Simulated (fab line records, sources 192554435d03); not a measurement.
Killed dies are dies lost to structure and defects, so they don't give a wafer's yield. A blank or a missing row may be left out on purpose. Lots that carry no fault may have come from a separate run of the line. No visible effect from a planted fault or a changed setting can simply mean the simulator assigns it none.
What tool caused it? ; flow n5Finfet ; 27 wafers from 11 lots sampled at 4 of the route's 1938 steps

== WHAT THE GAUGES SHOWED, per wafer ==
N5_BEOL_M7_CD_MEAS_28: target cd 40 nm.
lot;measured;on;cdNm (nm)
L160;day 8 22:31;cdSem-01;40.33 39.82
L161;day 9 09:41;cdSem-03;39.77 40.06 39.61
L162;day 10 07:38;cdSem-01;39.90 39.84
L165;day 10 12:16;cdSem-02;40.57 40.01 39.76
L164;day 11 21:56;cdSem-03;39.84 39.90 39.66
L169;day 12 03:00;cdSem-01;39.50 39.96
L172;day 12 18:29;cdSem-03;40.32 40.42
L174;day 13 06:20;cdSem-01;41.90 41.08 41.41
L173;day 13 12:37;cdSem-03;41.39 41.04 41.06
L177;day 14 14:10;cdSem-01;40.15 39.89
L179;day 15 03:53;cdSem-03;40.07 40.02

== TOOL THAT RAN EACH LOT (tool first, then ch and the chambers of the sampled wafers, then the start) ==
lot;N5_BEOL_M7_DESCUM_16;N5_BEOL_M7_STRIP_67;N5_BEOL_M7_EXPOSE_25
L160;rieDiel-02 ch 0,1, day 8 18:34;rieDiel-02 ch 0,1, day 8 18:48;euvScanner-01 ch 0, day 8 22:24
L161;rieDiel-01 ch 0,1,3, day 9 08:11;rieDiel-01 ch 0,1,3, day 9 08:26;euvScanner-02 ch 0, day 9 09:34
L162;rieDiel-02 ch 0,1, day 10 04:27;rieDiel-02 ch 0,1, day 10 04:41;euvScanner-01 ch 0, day 10 07:30
L165;rieDiel-02 ch 1,3, day 10 09:04;rieDiel-02 ch 1,3, day 10 09:19;euvScanner-02 ch 0, day 10 12:09
L164;rieDiel-01 ch 0,1,2, day 11 19:59;rieDiel-01 ch 0,1,2, day 11 20:13;euvScanner-02 ch 0, day 11 21:48
L169;rieDiel-02 ch 0,1, day 11 23:50;rieDiel-02 ch 0,1, day 12 00:04;euvScanner-02 ch 0, day 12 02:54
L172;rieDiel-03 ch 0,1, day 12 15:26;rieDiel-03 ch 0,1, day 12 15:40;euvScanner-01 ch 0, day 12 18:21
L174;rieDiel-01 ch 0,1,3, day 13 02:29;rieDiel-01 ch 0,1,3, day 13 02:43;euvScanner-01 ch 0, day 13 06:11
L173;rieDiel-02 ch 0,3, day 13 11:22;rieDiel-02 ch 0,3, day 13 11:36;euvScanner-01 ch 0, day 13 12:29
L177;rieDiel-02 ch 1,2, day 14 13:17;rieDiel-02 ch 1,2, day 14 13:31;euvScanner-02 ch 0, day 14 14:02
L179;rieDiel-02 ch 1,3, day 15 01:23;rieDiel-02 ch 1,3, day 15 01:37;euvScanner-02 ch 0, day 15 03:45
- N5_BEOL_M7_DESCUM_16: chemistry O2, time 7.9 s.
- N5_BEOL_M7_STRIP_67: strips in CF4.
- N5_BEOL_M7_EXPOSE_25: exposes mask V6, target cd 40 nm.

== THE ANSWER, worked out from the rows above alone ==
Rule: the usual values come from the lots themselves. Put in order of their means at a reading, lots are off if they are a third of the lots or fewer, leave a main group of 4 or more, and stand apart from it by a gap of 3 or more times the standard deviation of the main group's means; of several such gaps the widest counts. A main group whose means are all the same, to the digits that the tables above print for the reading, isn't used. Also off: a lot with no number at a reading for which 4 or more lots have one. Any other lot the step has rows for is counted as sound.
Off at N5_BEOL_M7_CD_MEAS_28 (cdNm): L174, L173. The main group has a mean of 39.98 nm with a standard deviation of 0.19.
A tool fits if, at a process step before that reading, it ran every lot that is off, and no sound lot after the first of them. Those tools and the gauges at N5_BEOL_M7_CD_MEAS_28 are tried in the same way. One fits: euvScanner-01 at N5_BEOL_M7_EXPOSE_25. A fault onset in the window from L172 (day 12 18:21, its last sound lot) to L174 (day 13 06:11, its first lot off) fits.

== WHAT THE SIMULATOR HAD INSERTED ==
Process parameters drifting: euvScanner-01 at N5_BEOL_M7_EXPOSE_25, beginning at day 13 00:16. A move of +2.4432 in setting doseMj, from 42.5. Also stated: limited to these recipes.
Struck lots among those shown: L174, L173. Same finding as the rule above.
